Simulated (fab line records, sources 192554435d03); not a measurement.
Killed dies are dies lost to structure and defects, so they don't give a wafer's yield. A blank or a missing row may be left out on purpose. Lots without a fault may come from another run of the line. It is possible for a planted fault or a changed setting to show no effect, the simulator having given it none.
Matching of chambers + flow n5Finfet + N5_MOL_CONTACT_COAG_STRIP_98 on rieDiel-03 has 4 sister chambers
The step strips in N2/H2. 4 wafers are shown with their chamber, then 9 later ones without.

== WAFERS WITH THEIR CHAMBER ==
| wafer  | chamber | drypumpMotorCurrentA (A) |
|--------|---------|--------------------------|
| L089.2 | 2       | 5.9                      |
| L090.2 | 3       | 6.0                      |
| L090.5 | 1       | 5.5                      |
| L090.6 | 0       | 6.1                      |

== WAFERS WHOSE CHAMBER IS MISSING ==
| wafer  | drypumpMotorCurrentA (A) |
|--------|--------------------------|
| L093.2 | 6.1                      |
| L093.3 | 5.4                      |
| L093.4 | 6.1                      |
| L092.2 | 5.5                      |
| L092.3 | 5.9                      |
| L092.4 | 6.1                      |
| L094.3 | 6.0                      |
| L094.4 | 6.1                      |
| L094.6 | 6.0                      |

== CHAMBER TAKEN BY EACH ==
| wafer  | from the rows above | in truth                   |
|--------|---------------------|----------------------------|
| L093.2 | 0                   | 0                          |
| L093.3 | 1                   | 1                          |
| L093.4 | 0                   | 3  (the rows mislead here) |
| L092.2 | 1                   | 1                          |
| L092.3 | 2                   | 2                          |
| L092.4 | 0                   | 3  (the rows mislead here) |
| L094.3 | 3                   | 3                          |
| L094.4 | 0                   | 0                          |
| L094.6 | 3                   | 3                          |
Correct placement for 7 of the 9. Not placeable from these rows: 0. Number placed wrongly: 2.
How it was worked out, from the rows above alone: a wafer's distance from a chamber is the root of the sum, over the readings, of the square of ((its reading less the chamber's mean) divided by the reading's scatter). If the next closest chamber is less than 2 further off than the closest, the wafer can't be placed; otherwise it belongs to the closest. For every chamber, the mean is computed from those of its wafers that are shown. The scatter: root of mean squared gap, hidden wafer to nearest shown wafer, with one shown wafer a chamber.
